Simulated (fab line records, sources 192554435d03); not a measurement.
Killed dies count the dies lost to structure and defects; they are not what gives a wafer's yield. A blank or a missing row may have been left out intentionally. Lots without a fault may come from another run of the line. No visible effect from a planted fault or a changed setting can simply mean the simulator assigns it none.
Split-lot experiment / flow n5_finfet / 21 wafers read from 7 lots, route of 1938 steps

THE SPLIT ITSELF
At N5_BEOL_M13_COAT_04 (resist thk 400 nm), the setting spin_rpm was moved away from the recipe's 1625 rpm on 5 of the 21 wafers read, by -10.7% to +10.6%. For the rest of the wafers, this setting stayed at what the recipe calls for.

Reading taken at the split's own step.

THE READING
coat_of_BEOL_M13_COAT_04.thk_nm (the simulator's own value, which no gauge read), in nm, at N5_BEOL_M13_COAT_04 (resist thk 400 nm). No usual value for it is given in the file. Here, 16 wafers ran the recipe; their average is 400.1 nm with a standard deviation of 1.3 nm.

wafer=L074.2; tool, chamber at the split=litho_track-03, 0; spin_rpm as run, rpm=1625; against the recipe=recipe; coat_of_BEOL_M13_COAT_04.thk_nm, nm=399.8; against lot-mates on the recipe=-
wafer=L074.3; tool, chamber at the split=litho_track-03, 0; spin_rpm as run, rpm=1625; against the recipe=recipe; coat_of_BEOL_M13_COAT_04.thk_nm, nm=400.6; against lot-mates on the recipe=-
wafer=L074.5; tool, chamber at the split=litho_track-03, 0; spin_rpm as run, rpm=1451; against the recipe=-10.7%; coat_of_BEOL_M13_COAT_04.thk_nm, nm=422.2; against lot-mates on the recipe=+22.0
wafer=L078.3; tool, chamber at the split=litho_track-03, 0; spin_rpm as run, rpm=1625; against the recipe=recipe; coat_of_BEOL_M13_COAT_04.thk_nm, nm=399; against lot-mates on the recipe=-
wafer=L078.5; tool, chamber at the split=litho_track-03, 0; spin_rpm as run, rpm=1625; against the recipe=recipe; coat_of_BEOL_M13_COAT_04.thk_nm, nm=399.4; against lot-mates on the recipe=-
wafer=L078.6; tool, chamber at the split=litho_track-03, 0; spin_rpm as run, rpm=1625; against the recipe=recipe; coat_of_BEOL_M13_COAT_04.thk_nm, nm=398.8; against lot-mates on the recipe=-
wafer=L082.3; tool, chamber at the split=litho_track-01, 0; spin_rpm as run, rpm=1625; against the recipe=recipe; coat_of_BEOL_M13_COAT_04.thk_nm, nm=398.8; against lot-mates on the recipe=-
wafer=L082.5; tool, chamber at the split=litho_track-01, 0; spin_rpm as run, rpm=1784; against the recipe=+9.8%; coat_of_BEOL_M13_COAT_04.thk_nm, nm=381.8; against lot-mates on the recipe=-16.6
wafer=L082.6; tool, chamber at the split=litho_track-01, 0; spin_rpm as run, rpm=1625; against the recipe=recipe; coat_of_BEOL_M13_COAT_04.thk_nm, nm=398; against lot-mates on the recipe=-
wafer=L085.1; tool, chamber at the split=litho_track-05, 0; spin_rpm as run, rpm=1625; against the recipe=recipe; coat_of_BEOL_M13_COAT_04.thk_nm, nm=398.8; against lot-mates on the recipe=-
wafer=L085.2; tool, chamber at the split=litho_track-05, 0; spin_rpm as run, rpm=1625; against the recipe=recipe; coat_of_BEOL_M13_COAT_04.thk_nm, nm=400; against lot-mates on the recipe=-
wafer=L085.6; tool, chamber at the split=litho_track-05, 0; spin_rpm as run, rpm=1625; against the recipe=recipe; coat_of_BEOL_M13_COAT_04.thk_nm, nm=399.4; against lot-mates on the recipe=-
wafer=L090.2; tool, chamber at the split=litho_track-03, 0; spin_rpm as run, rpm=1625; against the recipe=recipe; coat_of_BEOL_M13_COAT_04.thk_nm, nm=401.4; against lot-mates on the recipe=-
wafer=L090.4; tool, chamber at the split=litho_track-03, 0; spin_rpm as run, rpm=1798; against the recipe=+10.6%; coat_of_BEOL_M13_COAT_04.thk_nm, nm=381.6; against lot-mates on the recipe=-19.7
wafer=L090.5; tool, chamber at the split=litho_track-03, 0; spin_rpm as run, rpm=1625; against the recipe=recipe; coat_of_BEOL_M13_COAT_04.thk_nm, nm=401.2; against lot-mates on the recipe=-
wafer=L091.2; tool, chamber at the split=litho_track-03, 0; spin_rpm as run, rpm=1558; against the recipe=-4.1%; coat_of_BEOL_M13_COAT_04.thk_nm, nm=410.2; against lot-mates on the recipe=+9.0
wafer=L091.3; tool, chamber at the split=litho_track-03, 0; spin_rpm as run, rpm=1625; against the recipe=recipe; coat_of_BEOL_M13_COAT_04.thk_nm, nm=401.2; against lot-mates on the recipe=-
wafer=L091.5; tool, chamber at the split=litho_track-03, 0; spin_rpm as run, rpm=1558; against the recipe=-4.1%; coat_of_BEOL_M13_COAT_04.thk_nm, nm=409; against lot-mates on the recipe=+7.8
wafer=L094.3; tool, chamber at the split=litho_track-05, 0; spin_rpm as run, rpm=1625; against the recipe=recipe; coat_of_BEOL_M13_COAT_04.thk_nm, nm=401.2; against lot-mates on the recipe=-
wafer=L094.4; tool, chamber at the split=litho_track-05, 0; spin_rpm as run, rpm=1625; against the recipe=recipe; coat_of_BEOL_M13_COAT_04.thk_nm, nm=402.4; against lot-mates on the recipe=-
wafer=L094.5; tool, chamber at the split=litho_track-05, 0; spin_rpm as run, rpm=1625; against the recipe=recipe; coat_of_BEOL_M13_COAT_04.thk_nm, nm=401.8; against lot-mates on the recipe=-

THE FIT
A straight line over all 21 wafers: coat_of_BEOL_M13_COAT_04.thk_nm changes by -1.93 nm for each +1% of spin_rpm; r = -0.99; the points scatter about the line by 1.4 nm.
The same after taking each lot's own level away (the mean of its wafers on the recipe; 21 wafers): -1.89 nm for each +1%; r = -1.00; scatter 0.7 nm.
Per that fit: largest spin_rpm move, reading shift of 20 nm.
From 398.40 to 401.80 nm: that is the span of the lots' own levels, equal to 2.7 times the standard deviation above.
The two slopes are in agreement: the lot-to-lot level therefore moves the slope only a little.
Check: +19.7 nm against its lot-mates is what the line predicts for one of the wafers moved furthest among these (-10.7%) when that wafer is left out of the fit. Against them it came out at +22 nm.

ADDITIONAL SPLITS CARRIED BY THESE WAFERS
These wafers also went through other splits before the reading. Each is held against what the fit with the lots' levels taken away leaves over:
other split on the same wafers=N5_BEOL_M12_STRIP_37 h2_flow_sccm; wafers away from the commonest value=7; r with coat_of_BEOL_M13_COAT_04.thk_nm (lot level and that fit taken away)=+0.15
other split on the same wafers=N5_BEOL_M13_ILD_DEP_00 time_s; wafers away from the commonest value=6; r with coat_of_BEOL_M13_COAT_04.thk_nm (lot level and that fit taken away)=-0.07

THE WHOLE CHAIN: every reading that the file lists as answering this split, in the file's order
step=N5_BEOL_M13_COAT_04; what it does=resist thk 400 nm; reading=coat_of_BEOL_M13_COAT_04.thk_nm (the simulator's own value, which no gauge read); change (the file's fit)=-1.89 nm for each +1% of the setting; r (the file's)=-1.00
step=N5_BEOL_M13_VIA_ETCH_16; what it does=etches SiOC in C4F8/O2/Ar, target depth 921.7 nm; reading=coat_of_BEOL_M13_COAT_04.thk_nm (the simulator's own value, which no gauge read); change (the file's fit)=-1.83 nm for each +1% of the setting, in a fit together with time_s@BEOL_M13_ILD_DEP_00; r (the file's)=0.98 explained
step=N5_BEOL_M13_STRIP_63; what it does=strips in N2/H2; reading=strip_time_to_endpoint_s; change (the file's fit)=withheld for each +1% of the setting, in a fit together with time_s@BEOL_M13_ILD_DEP_00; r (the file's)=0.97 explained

THE FILE'S OWN FIT
coat_of_BEOL_M13_COAT_04.thk_nm changes by -1.89 nm for each +1% of spin_rpm, r = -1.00.
